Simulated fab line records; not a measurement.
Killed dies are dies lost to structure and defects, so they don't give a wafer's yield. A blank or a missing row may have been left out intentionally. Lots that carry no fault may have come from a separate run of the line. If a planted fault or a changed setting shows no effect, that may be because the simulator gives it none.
Split-lot study || flow n5 finfet || route with 1938 steps; 7 lots, 21 wafers read

## SPLIT DETAILS
At N5_PASSIVATION_EXPOSE_27 (exposes mask PAD, defocus 0 nm), the setting dose mj was moved away from the recipe's 32.3 on 5 of the 21 wafers read, by -5.6% to +5.0%. This setting was run at the recipe's value on the other wafers.

## FROM THE SPLIT TO THE READING: what the file shows between them, 3 steps
- N5_PASSIVATION_PEB_28
- N5_PASSIVATION_DEVELOP_29: develop time 60 s
- N5_PASSIVATION_HARDBAKE_31: time 120 s

## THE READING
Shown in nm: cd nm at N5_PASSIVATION_CD_MEAS_30, with target cd 4000 nm. Typical for fault-free wafers on this fab line: 3998.2 nm, with standard deviation 2 nm.

{"wafer": "L076.1", "tool, chamber at the split": "krf scanner-02, 0", "dose mj as run": 32.3, "against the recipe": "recipe", "cd nm, nm": 3999.2, "against lot-mates on the recipe": "-"}
{"wafer": "L076.2", "tool, chamber at the split": "krf scanner-02, 0", "dose mj as run": 32.3, "against the recipe": "recipe", "cd nm, nm": 3999.0, "against lot-mates on the recipe": "-"}
{"wafer": "L076.5", "tool, chamber at the split": "krf scanner-02, 0", "dose mj as run": 32.3, "against the recipe": "recipe", "cd nm, nm": 3998.5, "against lot-mates on the recipe": "-"}
{"wafer": "L075.1", "tool, chamber at the split": "krf scanner-01, 0", "dose mj as run": 32.3, "against the recipe": "recipe", "cd nm, nm": 3997.4, "against lot-mates on the recipe": "-"}
{"wafer": "L075.4", "tool, chamber at the split": "krf scanner-01, 0", "dose mj as run": 32.3, "against the recipe": "recipe", "cd nm, nm": 3998.9, "against lot-mates on the recipe": "-"}
{"wafer": "L075.5", "tool, chamber at the split": "krf scanner-01, 0", "dose mj as run": 32.3, "against the recipe": "recipe", "cd nm, nm": 3997.4, "against lot-mates on the recipe": "-"}
{"wafer": "L081.1", "tool, chamber at the split": "krf scanner-02, 0", "dose mj as run": 32.3, "against the recipe": "recipe", "cd nm, nm": 3996.7, "against lot-mates on the recipe": "-"}
{"wafer": "L081.2", "tool, chamber at the split": "krf scanner-02, 0", "dose mj as run": 32.3, "against the recipe": "recipe", "cd nm, nm": 3998.5, "against lot-mates on the recipe": "-"}
{"wafer": "L081.4", "tool, chamber at the split": "krf scanner-02, 0", "dose mj as run": 32.3, "against the recipe": "recipe", "cd nm, nm": 3994.9, "against lot-mates on the recipe": "-"}
{"wafer": "L086.2", "tool, chamber at the split": "krf scanner-01, 0", "dose mj as run": 32.3, "against the recipe": "recipe", "cd nm, nm": 3997.8, "against lot-mates on the recipe": "-"}
{"wafer": "L086.3", "tool, chamber at the split": "krf scanner-01, 0", "dose mj as run": 30.48, "against the recipe": "-5.6%", "cd nm, nm": 3986.1, "against lot-mates on the recipe": -11.7}
{"wafer": "L086.4", "tool, chamber at the split": "krf scanner-01, 0", "dose mj as run": 30.48, "against the recipe": "-5.6%", "cd nm, nm": 3985.0, "against lot-mates on the recipe": -12.8}
{"wafer": "L085.1", "tool, chamber at the split": "krf scanner-01, 0", "dose mj as run": 32.3, "against the recipe": "recipe", "cd nm, nm": 3998.6, "against lot-mates on the recipe": "-"}
{"wafer": "L085.4", "tool, chamber at the split": "krf scanner-01, 0", "dose mj as run": 33.88, "against the recipe": "+4.9%", "cd nm, nm": 4007.3, "against lot-mates on the recipe": "+8.7"}
{"wafer": "L085.5", "tool, chamber at the split": "krf scanner-01, 0", "dose mj as run": 33.88, "against the recipe": "+4.9%", "cd nm, nm": 4004.5, "against lot-mates on the recipe": "+5.9"}
{"wafer": "L088.2", "tool, chamber at the split": "krf scanner-02, 0", "dose mj as run": 32.3, "against the recipe": "recipe", "cd nm, nm": 4000.0, "against lot-mates on the recipe": "-"}
{"wafer": "L088.4", "tool, chamber at the split": "krf scanner-02, 0", "dose mj as run": 32.3, "against the recipe": "recipe", "cd nm, nm": 3997.6, "against lot-mates on the recipe": "-"}
{"wafer": "L088.5", "tool, chamber at the split": "krf scanner-02, 0", "dose mj as run": 32.3, "against the recipe": "recipe", "cd nm, nm": 4002.2, "against lot-mates on the recipe": "-"}
{"wafer": "L095.4", "tool, chamber at the split": "krf scanner-01, 0", "dose mj as run": 33.92, "against the recipe": "+5.0%", "cd nm, nm": 4007.5, "against lot-mates on the recipe": "+8.4"}
{"wafer": "L095.5", "tool, chamber at the split": "krf scanner-01, 0", "dose mj as run": 32.3, "against the recipe": "recipe", "cd nm, nm": 4000.7, "against lot-mates on the recipe": "-"}
{"wafer": "L095.6", "tool, chamber at the split": "krf scanner-01, 0", "dose mj as run": 32.3, "against the recipe": "recipe", "cd nm, nm": 3997.4, "against lot-mates on the recipe": "-"}

FIT RESULTS
A straight line over all 21 wafers: cd nm changes by +1.94 nm for each +1% of dose mj; r = +0.95; the points scatter about the line by 1.8 nm.
The same after taking each lot's own level away (the mean of its wafers on the recipe; 21 wafers): +1.85 nm for each +1%; r = +0.96; scatter 1.4 nm.
According to that fit, moving dose mj by its largest amount changes the reading by 10 nm.
The lots' own levels span 3996.70 to 3999.93 nm, that is 1.6 times the standard deviation above.
Consequently the slope shifts little with the lot-to-lot level, the two slopes agreeing.
Check: -10.5 nm against its lot-mates is what the line predicts for one of the wafers moved furthest among these (-5.6%) when that wafer is left out of the fit. It came out at -11.7 nm against them.

## FURTHER SPLITS ON THESE WAFERS
Before the reading, these wafers also passed through other splits. Each is held against what the fit with the lots' levels taken away leaves over:
{"other split on the same wafers": "N5_BEOL_M11_TRENCH_ETCH_37 time s", "wafers away from the commonest value": 5, "r with cd nm (lot level and that fit taken away)": "+0.15"}
{"other split on the same wafers": "N5_BEOL_M11_ALD_74 ald cycles", "wafers away from the commonest value": 10, "r with cd nm (lot level and that fit taken away)": "+0.13"}
{"other split on the same wafers": "N5_BEOL_M13_EXPOSE_07 dose mj", "wafers away from the commonest value": 6, "r with cd nm (lot level and that fit taken away)": -0.22}
{"other split on the same wafers": "N5_BEOL_M14_PEB_08 peb temp c", "wafers away from the commonest value": 6, "r with cd nm (lot level and that fit taken away)": -0.16}
{"other split on the same wafers": "N5_BEOL_M15_COAT_22 spin rpm", "wafers away from the commonest value": 5, "r with cd nm (lot level and that fit taken away)": "+0.13"}
{"other split on the same wafers": "N5_PASSIVATION_SPUTTER_20 target thk a", "wafers away from the commonest value": 10, "r with cd nm (lot level and that fit taken away)": "+0.12"}

## FILE'S OWN FIT
cd nm changes by +1.82 nm for each +1% of dose mj, r = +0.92.
